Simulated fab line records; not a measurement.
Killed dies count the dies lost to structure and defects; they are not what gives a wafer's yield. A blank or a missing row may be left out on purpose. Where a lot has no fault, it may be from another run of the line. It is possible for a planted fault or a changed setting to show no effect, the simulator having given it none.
fab line records	flow n5Finfet
record: lots: 7	wafers: 21
route steps=1938 shown BEOL_M9@1446 BEOL_M10@1495 BEOL_M11@1575
startH: the number of hours between the record's first day and the start of the first shown wafer of the lot	waitH: time in hours since the lot's previous step	" unchanged from the row above	L1.1+2: one row covering several wafers at once	- no value, or no start given	* or withheld: withheld	< > ~ a bound
route shown NAME@n: names a module that has steps shown in the file, with the first one's number in the route	usual: mean/standard deviation taken from wafers without a fault	same: alike in all rows	chamber/n: place in a boat	sites: readings site by site	_std_site: their standard deviation	_edge_site: the outer-site mean with the inner-site mean subtracted	radiusMm: for every site, how far away it sits from the centre of the wafer	mask NAME#n: copy n	behind: the most recent tool/chamber to have shaped the wafer	hold: the reason the lot was held/the length of the hold in hours/how it ended	device: whichever transistor did not switch (one of n, p or np)	end of line: tests of these same wafers at the route's end	where a step has no rows: the recipe by itself	killed: count of dies lost to structure and defects at first sort (not the wafer's yield)	map: a wafer's dies, marking killed ones x, the rest . and places with no die _
set.NAME: the setting that was run; set.NAME@STEP: the one run at that earlier step	model.NAME: the simulator's own value behind a step, which no gauge read
lots run with intentionally changed settings; tables by step, rows by wafer
== steps ==
step: N5_BEOL_M9_TRENCH_ETCH_37
recipe: chemistry: C4F6/O2	targetDepthA: 1514.3	target: SiCOH_lowk	timeS: 49	ionEnergyEv: 250	pressureMtorr: 30	sourceW: 345	biasW: 185	Ar_flow_sccm: 300	C4F6_flow_sccm: 10	O2_flow_sccm: 10
lot.wafer	tool	chamber	startH	waitH	set.timeS	model.etch.depthNm	model.BEOL_M9.featureDepthNm
L076.1	rieDiel-02	2	-	-	49	155.1	155
L076.3	"	0	"	"	49	155.8	155.8
L076.6	"	0	"	"	49	155.6	155.6
L075.1	rieDiel-05	2	-	-	49	152.4	152.4
L075.2	"	3	"	"	49	149.7	149.8
L075.3	"	0	"	"	49	153.1	153
L080.1	rieDiel-05	2	-	-	44.22	137.6	137.6
L080.2	"	0	"	"	49	153.4	153.4
L080.4	"	0	"	"	49	152.3	152.2
L082.1	rieDiel-06	2	-	-	49	147.5	147.6
L082.3	"	3	"	"	49	148.2	148.2
L082.5	"	2	"	"	49	147.8	147.8
L088.3	rieDiel-06	0	-	-	55.88	172.6	172.6
L088.4	"	0	"	"	55.88	173.2	173.2
L088.6	"	1	"	"	49	151.9	152
L094.2	rieDiel-05	1	-	-	49	148.4	148.4
L094.4	"	2	"	"	49	150.7	150.6
L094.6	"	2	"	"	49	150.1	150.2
L096.2	rieDiel-06	3	-	-	49	154.8	154.8
L096.4	"	1	"	"	57.35	178.5	178.4
L096.6	"	3	"	"	57.35	181.2	181.2
step: N5_BEOL_M9_ETCH_41
recipe: chemistry: CH3F/O2	target: SiCN	targetDepthA: 366	taperDeg: 2	timeS: 70.1	ionEnergyEv: 120	maskMaterial: TiN	pressureMtorr: 30	sourceW: 395	biasW: 75	Ar_flow_sccm: 150	CH3F_flow_sccm: 30	O2_flow_sccm: 20
step: N5_BEOL_M9_STRIP_80
recipe: chemistry: N2/H2	timeS: 10	powerW: 450	tempC: 40	pressureMtorr: 20	rfFrequencyHz: 6e+07	biasPowerW: 7	n2FlowSccm: 200	h2FlowSccm: 200
step: N5_BEOL_M9_OCD_MEAS_38
usual: trenchDepthNm: 151.8/2.3
lot.wafer	tool	chamber	startH	waitH	set.timeS@BEOL_M9_TRENCH_ETCH_37	trenchDepthNm
L076.1	ocd-01	-	268.38	-	49	155.0
L076.3	"	-	"	"	49	155.7
L076.6	"	-	"	"	49	155.6
L075.1	ocd-02	-	286.49	-	49	152.8
L075.2	"	-	"	"	49	149.8
L075.3	"	-	"	"	49	152.6
L080.1	ocd-02	-	307.23	-	44.22	137.8
L080.2	"	-	"	"	49	153.4
L080.4	"	-	"	"	49	152.3
L082.1	ocd-01	-	319.96	-	49	147.6
L082.3	"	-	"	"	49	148.7
L082.5	"	-	"	"	49	147.6
L088.3	ocd-01	-	364.59	-	55.88	172.5
L088.4	"	-	"	"	55.88	173.4
L088.6	"	-	"	"	49	152.2
L094.2	ocd-01	-	395.07	-	49	148.5
L094.4	"	-	"	"	49	150.7
L094.6	"	-	"	"	49	150.6
L096.2	ocd-02	-	396.78	-	49	154.9
L096.4	"	-	"	"	57.35	177.9
L096.6	"	-	"	"	57.35	181.2
step: N5_BEOL_M9_HM_STRIP_39
recipe: chemistry: peroxideTinStrip	material: TiN	targetDepthA: 250	tempC: 50	timeS: 158
step: N5_BEOL_M9_SRD_40
recipe: timeS: 30	tempC: 23	rinseLiquid: diw	dry: ipaMarangoni
step: N5_BEOL_M9_PRECLEAN_42
recipe: chemistry: residueRemover	timeS: 60	tempC: 40
step: N5_BEOL_M9_SRD_43
recipe: timeS: 30	tempC: 23	rinseLiquid: diw	dry: ipaMarangoni
step: N5_BEOL_M9_CD_MEAS_35
recipe: targetCdNm: 70	targetCdYNm: 40	polarity: opening
usual: cdNm: 70.2/0.61
lot.wafer	tool	chamber	startH	waitH	set.doseMj@BEOL_M9_EXPOSE_08	cdNm
L076.1	cdSem-03	-	268.53	0.0	53.75	70.8
L076.3	"	-	"	"	55.64	72.0
L076.6	"	-	"	"	53.75	70.5
L075.1	cdSem-03	-	286.64	0.0	53.75	71.1
L075.2	"	-	"	"	53.75	70.8
L075.3	"	-	"	"	53.75	69.9
L080.1	cdSem-03	-	307.38	0.0	53.75	70.4
L080.2	"	-	"	"	51.16	68.2
L080.4	"	-	"	"	51.16	66.9
L082.1	cdSem-03	-	320.11	0.0	53.75	69.6
L082.3	"	-	"	"	53.75	70.0
L082.5	"	-	"	"	53.75	70.6
L088.3	cdSem-02	-	364.74	0.0	50.87	68.6
L088.4	"	-	"	"	53.75	71.5
L088.6	"	-	"	"	53.75	70.8
L094.2	cdSem-02	-	395.23	0.0	53.75	70.6
L094.4	"	-	"	"	53.75	70.6
L094.6	"	-	"	"	53.75	70.0
L096.2	cdSem-02	-	396.94	0.0	53.75	69.2
L096.4	"	-	"	"	57.58	74.8
L096.6	"	-	"	"	57.58	74.6
step: N5_BEOL_M9_CURE_72
recipe: tempC: 370	timeS: 120	ambient: DMADMS/He	material: SiCOH_lowk
step: N5_BEOL_M9_DEGAS_44
recipe: ambient: vacuum	tempC: 250	timeS: 60
step: N5_BEOL_M9_ECD_50
recipe: material: Cu	targetThkA: 3180
step: N5_BEOL_M9_ANNEAL_51
recipe: tempC: 225	timeS: 90	ambient: N2
step: N5_BEOL_M9_CMP_52
recipe: stopOn: SiCOH_lowk	tOverpolishS: 7	downForcePsi: 1	platenRpm: 50	clearingPlatenDownForcePsi: 1.5	clearingPlatenRpm: 50	postCmpClean: cuAlkaline	targetThkNm: 140	clearingPlatenPadVelocityMS: 0.99484	padVelocityMS: 0.99484
lot.wafer	tool	chamber	startH	waitH	set.timeS@BEOL_M9_TRENCH_ETCH_37	model.Cu_of_BEOL_M9_ECD_50.thkNm
L076.3	cmp-01	0	272.49	0.3	49	145.2
L076.1	"	2	"	"	49	143.2
L076.6	"	0	"	"	49	145
L075.3+1	cmp-02	1,2	288.87	0.3	49	140.6
L075.2	"	3	"	"	49	138.4
L080.4	cmp-02	0	309.28	0.1	49	140.8
L080.2	"	2	"	"	49	141.6
L080.1	"	3	"	"	44.22	125.6
L082.3	cmp-03	1	323.33	0.2	49	136.4
L082.1	"	3	"	"	49	136.6
L082.5	"	1	"	"	49	136.8
L088.3	cmp-01	1	366.45	0.3	55.88	158.2
L088.4	"	2	"	"	55.88	159.2
L088.6	"	0	"	"	49	139.8
L094.2	cmp-02	0	397.60	0.3	49	135.2
L094.4+6	"	1,2	"	"	49	137
L096.4	cmp-03	0	399.30	0.1	57.35	167.6
L096.2	"	3	"	"	49	142.8
L096.6	"	1	"	"	57.35	169.8
step: N5_BEOL_M9_THK_MEAS_53
recipe: thkMeasGauge: xrf	reads: Cu_of_BEOL_M9_ECD_50
usual: M9_THK: 140.1/2.7
lot.wafer	tool	chamber	startH	waitH	set.timeS@BEOL_M9_TRENCH_ETCH_37	M9_THK[nm]
L076.1	filmMetro-02	-	272.74	-	49	143.1
L076.3	"	-	"	"	49	145.7
L076.6	"	-	"	"	49	145.6
L075.1	filmMetro-01	-	289.12	-	49	141.8
L075.2	"	-	"	"	49	139.5
L075.3	"	-	"	"	49	141.7
L080.1	filmMetro-01	-	309.58	-	44.22	126.4
L080.2	"	-	"	"	49	142.4
L080.4	"	-	"	"	49	141.4
L082.1	filmMetro-01	-	323.62	-	49	136.6
L082.3	"	-	"	"	49	136.1
L082.5	"	-	"	"	49	136.4
L088.3	filmMetro-02	-	366.67	-	55.88	157.7
L088.4	"	-	"	"	55.88	158.0
L088.6	"	-	"	"	49	138.7
L094.2	filmMetro-02	-	397.82	-	49	134.4
L094.4	"	-	"	"	49	136.6
L094.6	"	-	"	"	49	135.6
L096.2	filmMetro-02	-	399.60	-	49	141.4
L096.4	"	-	"	"	57.35	165.2
L096.6	"	-	"	"	57.35	168.0
step: N5_BEOL_M9_PRE_CLEAN_55
recipe: gas: NH3	timeS: 15	tempC: withheld	rfPowerW: 300
step: N5_BEOL_M9_DEP_56
recipe: material: SiCN	targetThkA: 150	tempC: withheld	precursor: 3MS/NH3	pressureTorr: 3	rfW: 202	timeS: 26.5
step: N5_BEOL_M9_RS_MEAS_57
recipe: thkMeasGauge: four-point-probe	reads: Cu_of_BEOL_M9_ECD_50+Co_of_BEOL_M9_CVD_78+TaN_of_BEOL_M9_ALD_74
usual: M9_RS: 0.150/0.0032
lot.wafer	tool	chamber	startH	waitH	set.timeS@BEOL_M9_TRENCH_ETCH_37	M9_RS[ohm/sq]
L076.1	filmMetro-01	-	272.88	0.1	49	0.147
L076.3	"	-	"	"	49	0.145
L076.6	"	-	"	"	49	0.145
L075.1	filmMetro-01	-	289.26	0.1	49	0.150
L075.2	"	-	"	"	49	0.152
L075.3	"	-	"	"	49	0.150
L080.1	filmMetro-02	-	309.71	0.1	44.22	0.169
L080.2	"	-	"	"	49	0.149
L080.4	"	-	"	"	49	0.149
L082.1	filmMetro-02	-	323.76	0.1	49	0.155
L082.3	"	-	"	"	49	0.155
L082.5	"	-	"	"	49	0.154
L088.3	filmMetro-02	-	366.81	0.1	55.88	0.132
L088.4	"	-	"	"	55.88	0.131
L088.6	"	-	"	"	49	0.151
L094.2	filmMetro-02	-	397.99	0.1	49	0.157
L094.4	"	-	"	"	49	0.154
L094.6	"	-	"	"	49	0.154
L096.2	filmMetro-01	-	399.77	0.1	49	0.148
L096.4	"	-	"	"	57.35	0.124
L096.6	"	-	"	"	57.35	0.122
step: N5_BEOL_M10_COAT_64
recipe: resist: SiARC	tempC: 220	timeS: 60	spinRpm: 1500	resistThkNm: 30
lot.wafer	tool	chamber	startH	waitH	set.spinRpm	model.SiARC_of_BEOL_M10_COAT_64.thkNm
L076.1+3+6	lithoTrack-01	0	-	-	1500	30
L075.1	lithoTrack-03	0	-	-	1500	30.2
L075.2	"	0	"	"	1500	30
L075.3	"	0	"	"	1405	31
L080.1	lithoTrack-03	0	-	-	1402	31
L080.2	"	0	"	"	1500	30
L080.4	"	0	"	"	1500	29.8
L082.1+5	lithoTrack-05	0	-	-	1500	30.2
L082.3	"	0	"	"	1362	31.8
L088.3+6	lithoTrack-05	0	-	-	1500	30
L088.4	"	0	"	"	1546	29.6
L094.2+4+6	lithoTrack-01	0	-	-	1500	30
L096.2	lithoTrack-05	0	-	-	1500	30.2
L096.4+6	"	0	"	"	1571	29.4
step: N5_BEOL_M10_COAT_22
recipe: resist: CAR-ArF	spinRpm: 1500	resistThkNm: 90
lot.wafer	tool	chamber	startH	waitH	set.spinRpm	model.CAR-ArF_of_BEOL_M10_COAT_22.thkNm
L076.1	lithoTrack-01	0	-	-	1500	90
L076.3+6	"	0	"	"	1500	89.6
L075.1	lithoTrack-03	0	-	-	1597	87.2
L075.2	"	0	"	"	1500	89.8
L075.3	"	0	"	"	1597	87
L080.1	lithoTrack-03	0	-	-	1360	94.2
L080.2	"	0	"	"	1360	94.6
L080.4	"	0	"	"	1360	94.4
L082.1+3	lithoTrack-05	0	-	-	1500	90.2
L082.5	"	0	"	"	1500	90.4
L088.3+6	lithoTrack-05	0	-	-	1337	95.4
L088.4	"	0	"	"	1500	90.2
L094.2+6	lithoTrack-01	0	-	-	1500	90.4
L094.4	"	0	"	"	1500	90.6
L096.2	lithoTrack-05	0	-	-	1500	90.4
L096.4	"	0	"	"	1500	90.6
L096.6	"	0	"	"	1500	90.2
step: N5_BEOL_M10_EBR_24
recipe: solvent: PGMEA	ebrWidthMm: 1.5
step: N5_BEOL_M10_SOFTBAKE_23
recipe: tempC: 110	timeS: 60	resist: CAR-ArF
step: N5_BEOL_M10_EXPOSE_25
recipe: maskId: V9	na: 1.35	sourceShape: annular	sigmaInner: 0.5	sigmaOuter: 0.8	polarization: unpolarized	doseMj: 85.5
step: N5_BEOL_M10_PEB_26
recipe: pebTempC: withheld	pebTimeS: 60	resist: CAR-ArF
step: N5_BEOL_M10_DEVELOP_27
recipe: developTimeS: 30	developer: TMAH	resist: CAR-ArF	rinseLiquid: diw	dry: airSpin	devTempC: 23
lot.wafer	tool	chamber	startH	waitH	set.spinRpm@BEOL_M10_COAT_22	model.CAR-ArF_of_BEOL_M10_COAT_22.thkNm
L076.1	lithoTrack-05	0	-	-	1500	88.2
L076.3+6	"	0	"	"	1500	88
L075.1	lithoTrack-01	0	-	-	1597	85.6
L075.2	"	0	"	"	1500	88.2
L075.3	"	0	"	"	1597	85.4
L080.1	lithoTrack-03	0	-	-	1360	92.4
L080.2+4	"	0	"	"	1360	92.8
L082.1	lithoTrack-01	0	-	-	1500	88.4
L082.3+5	"	0	"	"	1500	88.6
L088.3+6	lithoTrack-03	0	-	-	1337	93.8
L088.4	"	0	"	"	1500	88.4
L094.2	lithoTrack-03	0	-	-	1500	88.6
L094.4+6	"	0	"	"	1500	88.8
L096.2+6	lithoTrack-01	0	-	-	1500	88.6
L096.4	"	0	"	"	1500	88.8
step: N5_BEOL_M10_DESCUM_33
recipe: chemistry: O2	timeS: 7.9	sourcePowerW: 50	biasPowerW: 20	pressureMtorr: 20	rfFrequencyHz: 2.712e+07	tempC: 40	resist: CAR-ArF	o2FlowSccm: 225
step: N5_BEOL_M10_ETCH_65
recipe: chemistry: CF4	target: SiARC	targetDepthA: 390	maskMaterial: CAR-ArF	timeS: 65	ionEnergyEv: 80	pressureMtorr: 40	sourceW: 545	biasW: 36	Ar_flow_sccm: 100	cf4FlowSccm: 100	ends: cleared
lot.wafer	tool	chamber	startH	waitH	set.spinRpm@BEOL_M10_COAT_64	set.spinRpm@BEOL_M10_COAT_22	model.CAR-ArF_of_BEOL_M10_COAT_22.thkNm	model.etch.depthNm
L076.1	rieDiel-04	3	275.82	0.0	1500	1500	55.6	29.98
L076.3	"	2	"	"	1500	1500	55.4	29.92
L076.6	"	1	"	"	1500	1500	55.2	29.95
L075.1	rieDiel-01	2	294.21	0.0	1500	1597	52.6	30.12
L075.2	"	1	"	"	1500	1500	55.4	30.05
L075.3	"	3	"	"	1405	1597	51.6	30.99
L080.1	rieDiel-01	3	314.90	0.0	1402	1360	58.8	30.92
L080.2	"	0	"	"	1500	1360	60.2	29.95
L080.4	"	1	"	"	1500	1360	60.2	29.86
L082.1	rieDiel-04	2	330.22	0.0	1500	1500	55.6	30.24
L082.3	"	3	"	"	1362	1500	54.2	31.72
L082.5	"	1	"	"	1500	1500	55.8	30.23
L088.3	rieDiel-04	0	371.20	0.0	1500	1337	61	30
L088.4	"	1	"	"	1546	1500	56.2	29.61
L088.6	"	0	"	"	1500	1337	61	30.02
L094.2	rieDiel-04	3	402.53	0.0	1500	1500	55.8	30.08
L094.4	"	1	"	"	1500	1500	56.2	29.96
L094.6	"	2	"	"	1500	1500	56	30.05
L096.2	rieDiel-01	1	403.74	0.0	1500	1500	55.8	30.16
L096.4	"	0	"	"	1571	1500	56.8	29.34
L096.6	"	0	"	"	1571	1500	56.4	29.35
step: N5_BEOL_M10_ETCH_66
recipe: chemistry: N2/H2	target: SOC	targetDepthA: 1200	overetchA: 240	maskMaterial: SiARC	tempC: 40	timeS: 180	ionEnergyEv: 200	pressureMtorr: 30	sourceW: 840	biasW: 150	n2FlowSccm: 200	h2FlowSccm: 200
lot.wafer	tool	chamber	startH	waitH	set.spinRpm@BEOL_M10_COAT_64	model.SiARC_of_BEOL_M10_COAT_64.thkNm
L076.1+3+6	rieDiel-04	3,2,1	275.87	0.0	1500	22.6
L075.1	rieDiel-01	2	294.26	0.0	1500	23
L075.2	"	1	"	"	1500	22.6
L075.3	"	3	"	"	1405	23.6
L080.1	rieDiel-01	3	314.95	0.0	1402	23.6
L080.2	"	0	"	"	1500	23.2
L080.4	"	1	"	"	1500	22.6
L082.1	rieDiel-04	2	330.27	0.0	1500	22.8
L082.3	"	3	"	"	1362	24.2
L082.5	"	1	"	"	1500	23
L088.3+6	rieDiel-04	0	371.25	0.0	1500	23
L088.4	"	1	"	"	1546	22.4
L094.2	rieDiel-04	3	402.58	0.0	1500	22.6
L094.4	"	1	"	"	1500	22.8
L094.6	"	2	"	"	1500	22.4
L096.2	rieDiel-01	1	403.79	0.0	1500	22.8
L096.4+6	"	0	"	"	1571	22.4
step: N5_BEOL_M11_VIA_ETCH_34
recipe: chemistry: C4F6/O2	target: SiCOH_lowk	targetDepthA: 1845	maskMaterial: SOC	taperDeg: 4	timeS: 69.2	ionEnergyEv: 250	pressureMtorr: 30	sourceW: 345	biasW: 185	Ar_flow_sccm: 300	C4F6_flow_sccm: 10	O2_flow_sccm: 10
lot.wafer	tool	chamber	startH	waitH	set.timeS	model.etch.depthNm	model.SOC_of_BEOL_M11_COAT_63.thkNm
L076.1	rieDiel-05	3	283.52	0.0	69.2	182	91.6
L076.3	"	2	"	"	80.2	216.4	90
L076.6	"	3	"	"	69.2	181.5	91.8
L075.1	rieDiel-05	0	303.14	0.0	69.2	187.8	91.6
L075.2	"	3	"	"	62.8	165.1	92.2
L075.3	"	2	"	"	62.8	169.6	92
L080.1	rieDiel-02	3	321.55	0.0	53.95	145.1	94
L080.2	"	1	"	"	69.2	184	91.8
L080.4	"	2	"	"	53.95	144.8	93.2
L082.1	rieDiel-06	3	337.12	0.0	69.2	179.6	92
L082.3	"	0	"	"	69.2	184.5	91.6
L082.5	"	3	"	"	83.51	216.7	90.4
L088.3	rieDiel-02	1	382.45	0.0	69.2	180.4	92
L088.4	"	3	"	"	69.2	183.8	92.6
L088.6	"	0	"	"	69.2	189.2	91.8
L094.2	rieDiel-05	2	411.78	0.0	69.2	186.1	92.2
L094.4	"	0	"	"	69.2	186.5	92.2
L094.6	"	0	"	"	69.2	187	92.4
L096.2	rieDiel-02	2	412.02	0.0	82.69	221.8	90.4
L096.4	"	1	"	"	69.2	184.6	92.2
L096.6	"	3	"	"	82.69	221.4	90.8
step: N5_BEOL_M11_TRENCH_ETCH_37
recipe: chemistry: C4F6/O2	targetDepthA: 1488.3	target: SiCOH_lowk	timeS: 48	ionEnergyEv: 250	pressureMtorr: 30	sourceW: 345	biasW: 185	Ar_flow_sccm: 300	C4F6_flow_sccm: 10	O2_flow_sccm: 10
lot.wafer	tool	chamber	startH	waitH	set.timeS	model.etch.depthNm	model.BEOL_M11.featureDepthNm
L076.1	rieDiel-05	3	-	-	48	146.9	146.8
L076.3	"	2	"	"	48	149.9	150
L076.6	"	3	"	"	48	144.8	144.8
L075.1	rieDiel-05	0	-	-	51.07	161.2	161.2
L075.2	"	3	"	"	51.07	156.6	156.6
L075.3	"	2	"	"	48	151.2	151.2
L080.1+4	rieDiel-02	3,2	-	-	48	150.5	150.6
L080.2	"	1	"	"	54.14	168.2	168.2
L082.1	rieDiel-06	3	-	-	42.37	127.8	127.8
L082.3	"	0	"	"	42.37	132.6	132.6
L082.5	"	3	"	"	42.37	128.5	128.4
L088.3	rieDiel-02	1	-	-	48	147.5	147.4
L088.4	"	3	"	"	44.71	139.9	139.8
L088.6	"	0	"	"	44.71	141.7	141.8
L094.2	rieDiel-05	2	-	-	48	150.3	150.2
L094.4	"	0	"	"	48	151.5	151.4
L094.6	"	0	"	"	48	152.2	152.2
L096.2	rieDiel-02	2	-	-	52.81	165	165
L096.4	"	1	"	"	52.81	163.8	163.8
L096.6	"	3	"	"	52.81	163.9	163.8
step: N5_BEOL_M11_ETCH_41
recipe: chemistry: CH3F/O2	target: SiCN	targetDepthA: 426	taperDeg: 2	timeS: 86	ionEnergyEv: 120	maskMaterial: TiN	pressureMtorr: 30	sourceW: 395	biasW: 75	Ar_flow_sccm: 150	CH3F_flow_sccm: 30	O2_flow_sccm: 20
step: N5_BEOL_M11_STRIP_77
recipe: chemistry: N2/H2	timeS: 10	powerW: 450	tempC: 40	pressureMtorr: 20	rfFrequencyHz: 6e+07	biasPowerW: 7	n2FlowSccm: 200	h2FlowSccm: 200
step: N5_BEOL_M11_ECD_50
recipe: material: Cu	targetThkA: 3180
step: N5_BEOL_M11_ANNEAL_51
recipe: tempC: 225	timeS: 90	ambient: N2
step: N5_BEOL_M11_CMP_52
recipe: stopOn: SiCOH_lowk	tOverpolishS: 7	downForcePsi: 1	platenRpm: 50	clearingPlatenDownForcePsi: 1.5	clearingPlatenRpm: 50	postCmpClean: cuAlkaline	targetThkNm: 140	clearingPlatenPadVelocityMS: 0.99484	padVelocityMS: 0.99484
lot.wafer	tool	chamber	startH	waitH	set.timeS@BEOL_M11_TRENCH_ETCH_37	model.Cu_of_BEOL_M11_ECD_50.thkNm
L076.1	cmp-01	2	287.54	0.3	48	137.6
L076.3	"	0	"	"	48	141.6
L076.6	"	1	"	"	48	135.4
L075.1	cmp-01	0	305.45	0.3	51.07	151.8
L075.2	"	1	"	"	51.07	148
L075.3	"	2	"	"	48	141.4
L080.4	cmp-01	1	324.45	0.1	48	140.2
L080.2	"	2	"	"	54.14	158.2
L080.1	"	0	"	"	48	141
L082.3	cmp-01	2	339.68	0.2	42.37	123
L082.1	"	3	"	"	42.37	119.6
L082.5	"	1	"	"	42.37	118.8
L088.4	cmp-03	3	385.56	0.1	44.71	130.2
L088.3	"	1	"	"	48	137.4
L088.6	"	0	"	"	44.71	133.6
L094.2	cmp-04	3	414.26	0.2	48	141.4
L094.4	"	1	"	"	48	141
L094.6	"	3	"	"	48	143
L096.4	cmp-04	3	414.56	0.1	52.81	155.2
L096.2	"	1	"	"	52.81	154.8
L096.6	"	3	"	"	52.81	153.6
== key ==
split: step: N5_BEOL_M9_TRENCH_ETCH_37	setting: timeS	stated: 49	by: wafer
response: step: N5_BEOL_M9_TRENCH_ETCH_37	reading: model.etch.depthNm	change: +1.49	per: 1%	r: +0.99
response: step: N5_BEOL_M9_TRENCH_ETCH_37	reading: model.BEOL_M9.featureDepthNm	change: +1.49	per: 1%	r: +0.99
response: step: N5_BEOL_M9_OCD_MEAS_38	reading: trenchDepthNm	change: +1.47	per: 1%	r: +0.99
response: step: N5_BEOL_M9_CMP_52	reading: model.Cu_of_BEOL_M9_ECD_50.thkNm	change: +1.47	per: 1%	r: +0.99
response: step: N5_BEOL_M9_THK_MEAS_53	reading: M9_THK	change: +1.46	per: 1%	r: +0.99
response: step: N5_BEOL_M9_RS_MEAS_57	reading: M9_RS	change: -0.00153	per: 1%	r: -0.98
split: step: N5_BEOL_M10_COAT_64	setting: spinRpm	stated: 1500	by: wafer
response: step: N5_BEOL_M10_COAT_64	reading: model.SiARC_of_BEOL_M10_COAT_64.thkNm	change: -0.164	per: 1%	r: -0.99
response: step: N5_BEOL_M10_ETCH_65	reading: model.etch.depthNm	change: -0.156	per: 1%	r: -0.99
response: step: N5_BEOL_M10_ETCH_66	reading: model.SiARC_of_BEOL_M10_COAT_64.thkNm	change: -0.127	per: 1%	r: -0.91
response: step: N5_BEOL_M10_ETCH_65	reading: model.CAR-ArF_of_BEOL_M10_COAT_22.thkNm	slope: +0.167	per: 1%	togetherWith: spinRpm@BEOL_M10_COAT_22	explained: 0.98
split: step: N5_BEOL_M10_COAT_22	setting: spinRpm	stated: 1500	by: wafer
response: step: N5_BEOL_M10_COAT_22	reading: model.CAR-ArF_of_BEOL_M10_COAT_22.thkNm	change: -0.463	per: 1%	r: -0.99
response: step: N5_BEOL_M10_DEVELOP_27	reading: model.CAR-ArF_of_BEOL_M10_COAT_22.thkNm	change: -0.476	per: 1%	r: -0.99
response: step: N5_BEOL_M10_ETCH_65	reading: model.CAR-ArF_of_BEOL_M10_COAT_22.thkNm	slope: -0.473	per: 1%	togetherWith: spinRpm@BEOL_M10_COAT_64	explained: 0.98
split: step: N5_BEOL_M11_VIA_ETCH_34	setting: timeS	stated: 69.2	by: wafer
response: step: N5_BEOL_M11_VIA_ETCH_34	reading: model.etch.depthNm	change: +1.86	per: 1%	r: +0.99
response: step: N5_BEOL_M11_VIA_ETCH_34	reading: model.SOC_of_BEOL_M11_COAT_63.thkNm	change: -0.0806	per: 1%	r: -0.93
split: step: N5_BEOL_M11_TRENCH_ETCH_37	setting: timeS	stated: 48	by: wafer
response: step: N5_BEOL_M11_TRENCH_ETCH_37	reading: model.etch.depthNm	change: +1.28	per: 1%	r: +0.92
response: step: N5_BEOL_M11_TRENCH_ETCH_37	reading: model.BEOL_M11.featureDepthNm	change: +1.27	per: 1%	r: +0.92
response: step: N5_BEOL_M11_CMP_52	reading: model.Cu_of_BEOL_M11_ECD_50.thkNm	change: +1.26	per: 1%	r: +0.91
split outsideThisFile step=N5_BEOL_M9_EXPOSE_08 setting=doseMj
split outsideThisFile: this setting was split too, and the file shows its column; the key of that split is in another file
